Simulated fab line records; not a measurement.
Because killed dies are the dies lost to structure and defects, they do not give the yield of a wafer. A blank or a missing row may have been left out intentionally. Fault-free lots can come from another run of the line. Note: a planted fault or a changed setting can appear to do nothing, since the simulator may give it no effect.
Split-lot study :: flow n5_finfet :: on a route of 1938 steps: 7 lots, 21 wafers read

== SPLIT DETAILS ==
At N5_DUMMY_GATE_COAT_09 (resist thk 30 nm), the setting spin_rpm was moved away from the recipe's 1500 rpm on 9 of the 21 wafers read, by -6.0% to +5.5%. This setting was run at the recipe's value on the other wafers.

== FROM THE SPLIT TO THE READING: what the file shows between them, 4 steps ==
- N5_DUMMY_GATE_EBR_11
- N5_DUMMY_GATE_SOFTBAKE_10: time 60 s
- N5_DUMMY_GATE_EXPOSE_12: exposes mask GATE, target cd 25 nm
- N5_DUMMY_GATE_PEB_13: peb time 60 s

== THE READING ==
CAR-EUV_of_DUMMY_GATE_COAT_09.thk_nm (the simulator's own value, which no gauge read), in nm, at N5_DUMMY_GATE_DEVELOP_14 (develop time 30 s). The file does not state a usual value for it. The 12 wafers here that ran the recipe average 29.5 nm, standard deviation 0.13 nm.

wafer: L075.1
tool, chamber at the split: litho_track-05, 0
spin_rpm as run, rpm: 1419
against the recipe: -5.4%
CAR-EUV_of_DUMMY_GATE_COAT_09.thk_nm, nm: 30.2
against lot-mates on the recipe: +0.8

wafer: L075.3
tool, chamber at the split: litho_track-05, 0
spin_rpm as run, rpm: 1500
against the recipe: recipe
CAR-EUV_of_DUMMY_GATE_COAT_09.thk_nm, nm: 29.4
against lot-mates on the recipe: -

wafer: L075.6
tool, chamber at the split: litho_track-05, 0
spin_rpm as run, rpm: 1419
against the recipe: -5.4%
CAR-EUV_of_DUMMY_GATE_COAT_09.thk_nm, nm: 30.4
against lot-mates on the recipe: +1.0

wafer: L078.2
tool, chamber at the split: litho_track-01, 0
spin_rpm as run, rpm: 1565
against the recipe: +4.3%
CAR-EUV_of_DUMMY_GATE_COAT_09.thk_nm, nm: 29
against lot-mates on the recipe: -0.8

wafer: L078.3
tool, chamber at the split: litho_track-01, 0
spin_rpm as run, rpm: 1565
against the recipe: +4.3%
CAR-EUV_of_DUMMY_GATE_COAT_09.thk_nm, nm: 29
against lot-mates on the recipe: -0.8

wafer: L078.6
tool, chamber at the split: litho_track-01, 0
spin_rpm as run, rpm: 1500
against the recipe: recipe
CAR-EUV_of_DUMMY_GATE_COAT_09.thk_nm, nm: 29.8
against lot-mates on the recipe: -

wafer: L080.3
tool, chamber at the split: litho_track-05, 0
spin_rpm as run, rpm: 1500
against the recipe: recipe
CAR-EUV_of_DUMMY_GATE_COAT_09.thk_nm, nm: 29.4
against lot-mates on the recipe: -

wafer: L080.5
tool, chamber at the split: litho_track-05, 0
spin_rpm as run, rpm: 1410
against the recipe: -6.0%
CAR-EUV_of_DUMMY_GATE_COAT_09.thk_nm, nm: 30.2
against lot-mates on the recipe: +0.8

wafer: L080.6
tool, chamber at the split: litho_track-05, 0
spin_rpm as run, rpm: 1410
against the recipe: -6.0%
CAR-EUV_of_DUMMY_GATE_COAT_09.thk_nm, nm: 30.4
against lot-mates on the recipe: +1.0

wafer: L081.4
tool, chamber at the split: litho_track-01, 0
spin_rpm as run, rpm: 1500
against the recipe: recipe
CAR-EUV_of_DUMMY_GATE_COAT_09.thk_nm, nm: 29.4
against lot-mates on the recipe: -

wafer: L081.5
tool, chamber at the split: litho_track-01, 0
spin_rpm as run, rpm: 1583
against the recipe: +5.5%
CAR-EUV_of_DUMMY_GATE_COAT_09.thk_nm, nm: 28.6
against lot-mates on the recipe: -0.8

wafer: L081.6
tool, chamber at the split: litho_track-01, 0
spin_rpm as run, rpm: 1583
against the recipe: +5.5%
CAR-EUV_of_DUMMY_GATE_COAT_09.thk_nm, nm: 28.8
against lot-mates on the recipe: -0.6

wafer: L082.2
tool, chamber at the split: litho_track-02, 0
spin_rpm as run, rpm: 1500
against the recipe: recipe
CAR-EUV_of_DUMMY_GATE_COAT_09.thk_nm, nm: 29.6
against lot-mates on the recipe: -

wafer: L082.3
tool, chamber at the split: litho_track-02, 0
spin_rpm as run, rpm: 1500
against the recipe: recipe
CAR-EUV_of_DUMMY_GATE_COAT_09.thk_nm, nm: 29.6
against lot-mates on the recipe: -

wafer: L082.6
tool, chamber at the split: litho_track-02, 0
spin_rpm as run, rpm: 1500
against the recipe: recipe
CAR-EUV_of_DUMMY_GATE_COAT_09.thk_nm, nm: 29.4
against lot-mates on the recipe: -

wafer: L084.1
tool, chamber at the split: litho_track-01, 0
spin_rpm as run, rpm: 1500
against the recipe: recipe
CAR-EUV_of_DUMMY_GATE_COAT_09.thk_nm, nm: 29.4
against lot-mates on the recipe: -

wafer: L084.3
tool, chamber at the split: litho_track-01, 0
spin_rpm as run, rpm: 1500
against the recipe: recipe
CAR-EUV_of_DUMMY_GATE_COAT_09.thk_nm, nm: 29.4
against lot-mates on the recipe: -

wafer: L084.4
tool, chamber at the split: litho_track-01, 0
spin_rpm as run, rpm: 1500
against the recipe: recipe
CAR-EUV_of_DUMMY_GATE_COAT_09.thk_nm, nm: 29.4
against lot-mates on the recipe: -

wafer: L091.2
tool, chamber at the split: litho_track-05, 0
spin_rpm as run, rpm: 1500
against the recipe: recipe
CAR-EUV_of_DUMMY_GATE_COAT_09.thk_nm, nm: 29.6
against lot-mates on the recipe: -

wafer: L091.5
tool, chamber at the split: litho_track-05, 0
spin_rpm as run, rpm: 1500
against the recipe: recipe
CAR-EUV_of_DUMMY_GATE_COAT_09.thk_nm, nm: 29.6
against lot-mates on the recipe: -

wafer: L091.6
tool, chamber at the split: litho_track-05, 0
spin_rpm as run, rpm: 1582
against the recipe: +5.5%
CAR-EUV_of_DUMMY_GATE_COAT_09.thk_nm, nm: 28.6
against lot-mates on the recipe: -1.0

THE FIT
A straight line over all 21 wafers: CAR-EUV_of_DUMMY_GATE_COAT_09.thk_nm changes by -0.14 nm for each +1% of spin_rpm; r = -0.97; the points scatter about the line by 0.13 nm.
The same after taking each lot's own level away (the mean of its wafers on the recipe; 21 wafers): -0.157 nm for each +1%; r = -0.98; scatter 0.1 nm.
According to that fit, moving spin_rpm by its largest amount changes the reading by 0.94 nm.
Measured against the standard deviation above, the lots' own levels, which go from 29.40 to 29.80 nm, span 3.1 times it.
Hence the slope depends on the lot-to-lot level, as the two fits are not the same.
Check: for one of the wafers moved furthest among these (-6.0%), held out of the fit, the line's prediction against its lot-mates is +0.974 nm. Against them it came out at +0.8 nm.

== THE OTHER SPLITS THESE WAFERS WENT THROUGH ==
Note: prior to the reading, these wafers also went through further splits. Each is held against what the fit with the lots' levels taken away leaves over:
other split on the same wafers: N5_ZERO_LAYER_COAT_05 spin_rpm
wafers away from the commonest value: 8
r with CAR-EUV_of_DUMMY_GATE_COAT_09.thk_nm (lot level and that fit taken away): +0.20

other split on the same wafers: N5_ZERO_LAYER_DEVELOP_10 develop_time_s
wafers away from the commonest value: 7
r with CAR-EUV_of_DUMMY_GATE_COAT_09.thk_nm (lot level and that fit taken away): +0.33

other split on the same wafers: N5_DUMMY_GATE_COAT_28 spin_rpm
wafers away from the commonest value: 8
r with CAR-EUV_of_DUMMY_GATE_COAT_09.thk_nm (lot level and that fit taken away): +0.06

== THE WHOLE CHAIN: every reading that the file lists as answering this split, in the file's order ==
step: N5_DUMMY_GATE_COAT_09
what it does: resist thk 30 nm
reading: CAR-EUV_of_DUMMY_GATE_COAT_09.thk_nm (the simulator's own value, which no gauge read)
change (the file's fit): -0.154 nm for each +1% of the setting
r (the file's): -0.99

step: N5_DUMMY_GATE_DEVELOP_14
what it does: develop time 30 s
reading: CAR-EUV_of_DUMMY_GATE_COAT_09.thk_nm (the simulator's own value, which no gauge read)
change (the file's fit): -0.16 nm for each +1% of the setting
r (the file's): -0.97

== THE FILE'S OWN FIT ==
CAR-EUV_of_DUMMY_GATE_COAT_09.thk_nm changes by -0.16 nm for each +1% of spin_rpm, r = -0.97.
